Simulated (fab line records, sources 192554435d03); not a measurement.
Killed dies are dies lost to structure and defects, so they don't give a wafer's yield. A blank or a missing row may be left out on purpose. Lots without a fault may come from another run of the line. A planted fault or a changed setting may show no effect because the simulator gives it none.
Chamber matching | flow n5_finfet | N5_HKMG_FIN_STRIP_89 on rie_diel-06: 4 sister chambers
The step strips SOC in N2/H2, time 20 s. 8 wafers are shown with their chamber, then 8 later ones without.

WAFERS WITH THEIR CHAMBER
wafer  | chamber | showerhead_plenum_p_Torr (Torr) | throttle_valve_pct (%)
L084.1 | 1       | 3.26                            | 19.20
L085.2 | 3       | 3.52                            | 18.47
L085.6 | 3       | 3.52                            | 18.49
L090.5 | 0       | 3.58                            | 18.69
L090.6 | 1       | 3.25                            | 19.23
L091.4 | 0       | 3.57                            | 18.71
L091.5 | 2       | 3.56                            | 18.92
L092.1 | 2       | 3.56                            | 18.94

WAFERS WITHOUT THEIR CHAMBER
wafer  | showerhead_plenum_p_Torr (Torr) | throttle_valve_pct (%)
L092.3 | 3.57                            | 18.69
L092.6 | 3.56                            | 18.92
L094.1 | 3.57                            | 18.71
L094.2 | 3.51                            | 18.50
L094.6 | 3.56                            | 18.92
L095.1 | 3.57                            | 18.71
L095.5 | 3.57                            | 18.73
L095.6 | 3.25                            | 19.23

WHICH CHAMBER EACH WENT THROUGH
wafer  | from the rows above | in truth
L092.3 | 0                   | 0
L092.6 | 2                   | 2
L094.1 | 0                   | 0
L094.2 | 3                   | 3
L094.6 | 2                   | 2
L095.1 | 0                   | 0
L095.5 | 0                   | 0
L095.6 | 1                   | 1
Placed correctly: 8 of 8. Can't be placed from these rows: 0. Placed wrongly: 0.
How it was worked out, from the rows above alone: a wafer's distance from a chamber is the root of the sum, over the readings, of the square of ((its reading less the chamber's mean) divided by the reading's scatter). The wafer belongs to the nearest chamber; if the next one is less than 2 further off, it can't be placed. A chamber's mean is the mean of its shown wafers. The scatter: the root of (the sum of the squares of (reading less its chamber's mean) over the shown wafers, divided by (wafers less chambers)).
